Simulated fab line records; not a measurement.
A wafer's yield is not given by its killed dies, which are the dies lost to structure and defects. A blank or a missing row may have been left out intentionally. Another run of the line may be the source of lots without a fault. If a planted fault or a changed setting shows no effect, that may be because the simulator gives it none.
Which tool did it? ; flow n5 finfet ; 12 lots, 36 wafers sampled, at 6 steps of a route of 1938

WHAT EACH GAUGE READ, for each wafer
N5_BEOL_M5_THK_MEAS_53: measures by xrf.
lot;measured;on;M5_THK (nm)
L075;day 8 11:46;film metro-01;59.3 59.6 58.2
L077;day 8 19:05;film metro-02;58.8 60.6 59.8
L080;day 9 12:31;film metro-02;60.6 59.4 60.8
L081;day 9 17:02;film metro-01;58.9 59.2 59.0
L083;day 10 17:49;film metro-01;61.7 58.2 60.0
L086;day 10 23:14;film metro-02;59.2 60.8 61.7
L087;day 11 12:52;film metro-02;61.0 60.1 59.3
L089;day 12 01:07;film metro-02;59.2 60.6 58.8
L091;day 12 06:47;film metro-01;58.5 61.2 58.1
L092;day 13 06:35;film metro-01;59.5 58.7 57.4
L095;day 14 02:09;film metro-01;62.0 60.0 61.2
L097;day 14 15:56;film metro-02;60.8 60.8 59.8

TOOL THAT RAN EACH LOT (tool first, then ch and the chambers of the sampled wafers, then the start)
lot;N5_BEOL_M4_ANNEAL_89;N5_BEOL_M5_HM_DEP_02;N5_BEOL_M5_DESCUM_16;N5_BEOL_M5_STRIP_91;N5_BEOL_M5_DEGAS_44
L075;pvd sputter-01, day 7 21:55;pvd sputter-03, day 8 02:07;rie diel-04 ch 0,1,3, day 8 02:41;rie diel-06 ch 0,1,2, day 8 05:17 or earlier;pvd sputter-02, day 8 05:17
L077;pvd sputter-02, day 8 04:18;pvd sputter-03, day 8 09:47;rie diel-06 ch 2,3, day 8 10:20;rie diel-06 ch 0,3, day 8 13:07 or earlier;pvd sputter-02, day 8 13:07
L080;pvd sputter-03, day 8 22:03;pvd sputter-02, day 9 02:05;rie diel-06 ch 0,3, day 9 02:40;rie diel-06 ch 0,1, day 9 06:23 or earlier;pvd sputter-02, day 9 06:23
L081;pvd sputter-01, day 9 01:35;pvd sputter-02, day 9 06:13;rie diel-06 ch 1,2,3, day 9 08:25;rie diel-06 ch 0,1,3, day 9 11:08 or earlier;pvd sputter-02, day 9 11:08
L083;pvd sputter-01, day 10 04:08;pvd sputter-03, day 10 08:50;rie diel-05 ch 0,3, day 10 09:30;rie diel-05 ch 1,2, day 10 12:05 or earlier;pvd sputter-03, day 10 12:05
L086;pvd sputter-01, day 10 09:23;pvd sputter-01, day 10 12:55;rie diel-04 ch 1,2, day 10 13:26;rie diel-04 ch 1,2,3, day 10 17:03 or earlier;pvd sputter-03, day 10 17:03
L087;pvd sputter-03, day 11 00:08;pvd sputter-03, day 11 04:05;rie diel-04 ch 0,2,3, day 11 04:37;rie diel-06 ch 0,2,3, day 11 07:01 or earlier;pvd sputter-01, day 11 07:01
L089;pvd sputter-02, day 11 10:43;pvd sputter-03, day 11 15:12;rie diel-04 ch 0,3, day 11 15:43;rie diel-05 ch 0,3, day 11 19:23 or earlier;pvd sputter-01, day 11 19:23
L091;pvd sputter-01, day 11 15:59;pvd sputter-03, day 11 19:39;rie diel-04 ch 0,2,3, day 11 20:18;rie diel-04 ch 0,3, day 12 01:04 or earlier;pvd sputter-01, day 12 01:04
L092;pvd sputter-02, day 12 16:26;pvd sputter-02, day 12 20:46;rie diel-05 ch 0,1,3, day 12 21:17;rie diel-06 ch 0,2,3, day 13 00:20 or earlier;pvd sputter-02, day 13 00:20
L095;pvd sputter-03, day 13 10:56;pvd sputter-02, day 13 17:05;rie diel-05 ch 0,2,3, day 13 17:56;rie diel-04 ch 0,3, day 13 20:21 or earlier;pvd sputter-03, day 13 20:21
L097;pvd sputter-02, day 14 00:49;pvd sputter-03, day 14 05:22;rie diel-06 ch 0,1,2, day 14 06:08;rie diel-05 ch 0,1,2, day 14 09:44 or earlier;pvd sputter-01, day 14 09:44
- N5_BEOL_M4_ANNEAL_89: time 240 s.
- N5_BEOL_M5_HM_DEP_02: deposits TiN, target thk 20 nm.
- N5_BEOL_M5_DESCUM_16: chemistry O2, time 7 s.
- N5_BEOL_M5_STRIP_91: strips in N2/H2, time 10 s.
- N5_BEOL_M5_DEGAS_44: time 60 s.

THE ANSWER, worked out from the rows above alone
Rule: the lots themselves supply what counts as usual. The widest of any qualifying gaps counts: lots, ordered by their means at a reading, are off when they make up no more than a third of the lots, leave a main group of 4 or more, and stand apart from it by 3 or more times the standard deviation of that group's means. Not used: any main group whose means are identical at the precision the tables above print for the reading. A lot without any number at a reading at which 4 lots or more have one is off too. All remaining lots with rows at the step are treated as sound.
No lot is off on any of the readings shown, so nothing can be concluded from this.

WHAT HAD BEEN PUT IN BY THE SIMULATOR
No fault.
